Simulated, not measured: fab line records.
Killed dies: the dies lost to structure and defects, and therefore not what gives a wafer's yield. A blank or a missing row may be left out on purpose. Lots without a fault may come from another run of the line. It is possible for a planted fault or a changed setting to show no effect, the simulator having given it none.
Which tool is to blame?    flow n5-finfet    72 wafers from 24 lots sampled at 5 of the route's 1938 steps

WHAT THE GAUGES READ, wafer by wafer
N5_MOL_CONTACT_COAG_OVL_MEAS_41.
lot   measured      on          VD_OVL (nm)
L074  day 5 05:57   overlay-02  1.6 0.9 0.8
L075  day 5 08:43   overlay-01  0.0 0.4 0.3
L076  day 5 17:52   overlay-01  0.1 0.3 0.1
L077  day 6 00:58   overlay-01  0.6 0.8 1.1
L078  day 6 01:05   overlay-02  -0.2 -0.7 -0.2
L079  day 6 11:40   overlay-01  0.7 1.4 1.2
L080  day 6 15:53   overlay-01  0.1 0.2 0.2
L081  day 6 22:17   overlay-01  0.7 0.3 0.4
L082  day 7 08:58   overlay-02  -0.3 -0.6 -0.7
L083  day 7 09:38   overlay-01  -0.4 -0.7 0.5
L084  day 7 23:08   overlay-01  1.1 1.1 0.8
L085  day 7 23:11   overlay-02  0.7 2.0 0.7
L086  day 8 02:50   overlay-02  -0.1 1.0 1.1
L087  day 8 09:02   overlay-02  1.0 -0.3 0.0
L088  day 8 17:13   overlay-01  -0.6 -0.3 0.0
L089  day 8 22:58   overlay-02  0.1 0.7 1.0
L090  day 9 03:42   overlay-02  0.1 2.0 1.0
L091  day 9 10:17   overlay-02  -0.9 -0.2 0.0
L092  day 9 13:14   overlay-02  -0.4 0.0 0.3
L093  day 9 22:19   overlay-01  0.6 0.6 -0.1
L094  day 10 04:58  overlay-01  0.6 0.8 1.2
L095  day 10 15:22  overlay-02  1.4 1.3 0.9
L096  day 10 17:32  overlay-01  2.2 1.3 1.2
L097  day 11 04:05  overlay-01  -0.5 -0.6 0.5

N5_MOL_CONTACT_COAG_INSPECT_42: inspects for defects (brightfield).
lot   measured      on                 raw-defect-count
L074  day 5 06:00   defect-inspect-01  238 239 191
L075  day 5 08:45   defect-inspect-01  203 170 220
L076  day 5 17:55   defect-inspect-02  203 208 179
L077  day 6 01:00   defect-inspect-02  172 267 259
L078  day 6 01:09   defect-inspect-01  263 216 184
L079  day 6 11:43   defect-inspect-02  186 205 217
L080  day 6 15:56   defect-inspect-01  230 269 235
L081  day 6 22:21   defect-inspect-01  180 213 226
L082  day 7 09:01   defect-inspect-01  198 145 134
L083  day 7 09:41   defect-inspect-01  185 214 215
L084  day 7 23:11   defect-inspect-02  211 134 235
L085  day 7 23:14   defect-inspect-01  170 152 125
L086  day 8 02:54   defect-inspect-01  200 218 268
L087  day 8 09:05   defect-inspect-01  212 168 223
L088  day 8 17:17   defect-inspect-02  279 206 232
L089  day 8 23:02   defect-inspect-02  165 233 230
L090  day 9 03:46   defect-inspect-02  200 263 213
L091  day 9 10:20   defect-inspect-02  171 132 129
L092  day 9 13:18   defect-inspect-02  189 224 156
L093  day 9 22:23   defect-inspect-01  240 141 185
L094  day 10 05:01  defect-inspect-02  256 245 327
L095  day 10 15:25  defect-inspect-01  302 232 233
L096  day 10 17:35  defect-inspect-02  335 202 216
L097  day 11 04:09  defect-inspect-01  201 287 253

N5_MOL_CONTACT_COAG_INSPECT_97: inspects for defects (darkfield).
lot   measured      on                 raw-defect-count
L074  day 5 10:43   defect-inspect-01  39 31 35
L075  day 5 13:53   defect-inspect-02  34 65 37
L076  day 5 22:41   defect-inspect-02  16 19 17
L077  day 6 05:46   defect-inspect-02  29 48 41
L078  day 6 08:43   defect-inspect-01  35 32 31
L079  day 6 16:34   defect-inspect-02  55 35 28
L080  day 6 20:43   defect-inspect-01  45 49 54
L081  day 7 03:07   defect-inspect-01  41 42 40
L082  day 7 13:51   defect-inspect-01  39 40 23
L083  day 7 16:51   defect-inspect-02  31 28 35
L084  day 8 04:11   defect-inspect-01  78 75 49
L085  day 8 07:10   defect-inspect-01  25 28 22
L086  day 8 10:08   defect-inspect-01  47 46 26
L087  day 8 13:49   defect-inspect-02  39 66 32
L088  day 8 22:21   defect-inspect-01  35 32 28
L089  day 9 03:41   defect-inspect-01  81 42 78
L090  day 9 08:27   defect-inspect-02  39 41 28
L091  day 9 15:16   defect-inspect-02  51 51 77
L092  day 9 18:12   defect-inspect-02  51 53 59
L093  day 10 03:31  defect-inspect-02  28 37 31
L094  day 10 09:46  defect-inspect-01  38 39 58
L095  day 10 20:24  defect-inspect-01  27 26 36
L096  day 10 23:23  defect-inspect-02  19 44 22
L097  day 11 08:50  defect-inspect-02  65 58 44

EACH LOT AND THE TOOL THAT RAN IT (in order: tool; ch and the chambers of the sampled wafers; start)
lot   N5_MOL_CONTACT_COAG_ETCHBACK_134    N5_MOL_CONTACT_COAG_ETCHBACK_136
L074  rie-diel-04 ch 0,1,3, day 5 06:23   rie-diel-04 ch 0,1,3, day 5 06:31
L075  rie-diel-02 ch 0,2,3, day 5 09:32   rie-diel-02 ch 0,2,3, day 5 09:40
L076  rie-diel-02 ch 0,2, day 5 18:19     rie-diel-02 ch 0,2, day 5 18:27
L077  rie-diel-01 ch 0,2,3, day 6 01:25   rie-diel-01 ch 0,2,3, day 6 01:32
L078  rie-diel-04 ch 1,3, day 6 01:44     rie-diel-04 ch 1,3, day 6 01:52
L079  rie-diel-04 ch 2,3, day 6 12:15     rie-diel-04 ch 2,3, day 6 12:22
L080  rie-diel-02 ch 0,2,3, day 6 16:23   rie-diel-02 ch 0,2,3, day 6 16:31
L081  rie-diel-04 ch 0,1, day 6 22:49     rie-diel-04 ch 0,1, day 6 22:56
L082  rie-diel-02 ch 0,2,3, day 7 09:31   rie-diel-02 ch 0,2,3, day 7 09:38
L083  rie-diel-04 ch 0,1,3, day 7 10:08   rie-diel-04 ch 0,1,3, day 7 10:16
L084  rie-diel-04 ch 2,3, day 7 23:48     rie-diel-04 ch 2,3, day 7 23:56
L085  rie-diel-04 ch 0,1, day 8 00:08     rie-diel-04 ch 0,1, day 8 00:16
L086  rie-diel-01 ch 0,2,3, day 8 03:42   rie-diel-01 ch 0,2,3, day 8 03:49
L087  rie-diel-02 ch 2,3, day 8 09:29     rie-diel-02 ch 2,3, day 8 09:36
L088  rie-diel-01 ch 0,1,2, day 8 17:53   rie-diel-01 ch 0,1,2, day 8 18:01
L089  rie-diel-04 ch 1,2,3, day 8 23:22   rie-diel-04 ch 1,2,3, day 8 23:30
L090  rie-diel-01 ch 0,2,3, day 9 04:07   rie-diel-01 ch 0,2,3, day 9 04:14
L091  rie-diel-01 ch 1,2,3, day 9 10:54   rie-diel-01 ch 1,2,3, day 9 11:02
L092  rie-diel-02 ch 0,1,3, day 9 13:53   rie-diel-02 ch 0,1,3, day 9 14:01
L093  rie-diel-01 ch 1,2,3, day 9 23:12   rie-diel-01 ch 1,2,3, day 9 23:19
L094  rie-diel-02 ch 1,2,3, day 10 05:26  rie-diel-02 ch 1,2,3, day 10 05:33
L095  rie-diel-02 ch 0,1,3, day 10 16:01  rie-diel-02 ch 0,1,3, day 10 16:09
L096  rie-diel-01 ch 0,2,3, day 10 18:37  rie-diel-01 ch 0,2,3, day 10 18:44
L097  rie-diel-02 ch 1,3, day 11 04:30    rie-diel-02 ch 1,3, day 11 04:38
- N5_MOL_CONTACT_COAG_ETCHBACK_134: etches SiO2 in CHF3, target depth 10 nm, time 6.7 s.
- N5_MOL_CONTACT_COAG_ETCHBACK_136: etches SiO2 in CHF3, target depth 25 nm, time 16.7 s.

AS READ BY THE TOOLS THEMSELVES (means over the sampled wafers that have a number; for cases with no such wafer, the mark the record gives instead)
N5_MOL_CONTACT_COAG_ETCHBACK_134.
lot   tool         drypump-motor-current-A (A)  oes-product-au (a.u.)  rf-vpp-V (V)  showerhead-plenum-p-Torr (Torr)  throttle-valve-pct (%)
L074  rie-diel-04  5.6                          0.75                   529           2.38                             18.67
L075  rie-diel-02  5.6                          0.83                   530           2.41                             18.66
L076  rie-diel-02  5.9                          0.80                   524           2.45                             18.71
L077  rie-diel-01  5.7                          0.79                   518           2.33                             18.68
L078  rie-diel-04  5.7                          0.75                   531           2.45                             18.71
L079  rie-diel-04  5.0                          0.89                   505           2.45                             18.73
L080  rie-diel-02  5.6                          0.82                   530           2.41                             18.68
L081  rie-diel-04  5.7                          0.76                   535           2.36                             18.71
L082  rie-diel-02  5.6                          0.81                   530           2.41                             18.69
L083  rie-diel-04  5.7                          0.73                   529           2.38                             18.71
L084  rie-diel-04  5.1                          0.86                   505           2.45                             18.76
L085  rie-diel-04  5.7                          0.73                   529           2.31                             18.71
L086  rie-diel-01  5.8                          0.78                   517           2.32                             18.71
L087  rie-diel-02  5.2                          0.82                   522           2.45                             18.69
L088  rie-diel-01  5.9                          0.79                   513           2.32                             18.61
L089  rie-diel-04  5.4                          0.80                   520           2.44                             18.76
L090  rie-diel-01  5.8                          0.77                   517           2.32                             18.72
L091  rie-diel-01  5.6                          0.78                   531           2.33                             18.67
L092  rie-diel-02  5.4                          0.79                   537           2.36                             18.72
L093  rie-diel-01  5.6                          0.77                   531           2.33                             18.67
L094  rie-diel-02  5.3                          0.79                   523           2.44                             18.76
L095  rie-diel-02  5.4                          0.78                   537           2.36                             18.72
L096  rie-diel-01  5.7                          0.77                   517           2.31                             18.74
L097  rie-diel-02  5.0                          0.80                   530           2.40                             18.72

N5_MOL_CONTACT_COAG_ETCHBACK_136.
lot   tool         drypump-motor-current-A (A)  oes-product-au (a.u.)  rf-vpp-V (V)  showerhead-plenum-p-Torr (Torr)  throttle-valve-pct (%)
L074  rie-diel-04  5.6                          0.76                   530           2.38                             18.66
L075  rie-diel-02  5.6                          0.83                   529           2.41                             18.66
L076  rie-diel-02  5.9                          0.80                   526           2.45                             18.71
L077  rie-diel-01  5.7                          0.79                   518           2.33                             18.67
L078  rie-diel-04  5.7                          0.75                   531           2.45                             18.70
L079  rie-diel-04  5.0                          0.88                   504           2.45                             18.74
L080  rie-diel-02  5.6                          0.82                   529           2.41                             18.69
L081  rie-diel-04  5.7                          0.76                   535           2.36                             18.73
L082  rie-diel-02  5.6                          0.82                   529           2.41                             18.69
L083  rie-diel-04  5.7                          0.74                   530           2.38                             18.71
L084  rie-diel-04  5.1                          0.85                   505           2.45                             18.75
L085  rie-diel-04  5.7                          0.73                   529           2.31                             18.71
L086  rie-diel-01  5.8                          0.77                   517           2.32                             18.70
L087  rie-diel-02  5.2                          0.81                   523           2.45                             18.70
L088  rie-diel-01  5.9                          0.79                   514           2.32                             18.61
L089  rie-diel-04  5.3                          0.80                   520           2.44                             18.76
L090  rie-diel-01  5.7                          0.77                   516           2.32                             18.73
L091  rie-diel-01  5.6                          0.78                   531           2.33                             18.67
L092  rie-diel-02  5.4                          0.79                   538           2.36                             18.71
L093  rie-diel-01  5.6                          0.77                   532           2.33                             18.67
L094  rie-diel-02  5.3                          0.78                   525           2.44                             18.75
L095  rie-diel-02  5.4                          0.79                   537           2.36                             18.73
L096  rie-diel-01  5.7                          0.75                   517           2.31                             18.73
L097  rie-diel-02  5.0                          0.80                   529           2.40                             18.72

THE ANSWER, worked out from the rows above alone
Rule: the usual values come from the lots themselves. The widest of any qualifying gaps counts: lots, ordered by their means at a reading, are off when they make up no more than a third of the lots, leave a main group of 4 or more, and stand apart from it by 3 or more times the standard deviation of that group's means. A main group whose means are all the same, to the digits that the tables above print for the reading, isn't used. Also off: a lot with no number at a reading for which 4 or more lots have one. Where the step has rows for the other lots, those lots are counted as sound. Order of review: gauges by route order, followed by the tools' own readings, for which a lot's mean as printed above is used. At the first step where some lot is off, the reading lying furthest off is the one used; lots without a number count as furthest.
None of the lots is off at any reading shown; this tells nothing.

WHAT THE SIMULATOR HAD PUT IN
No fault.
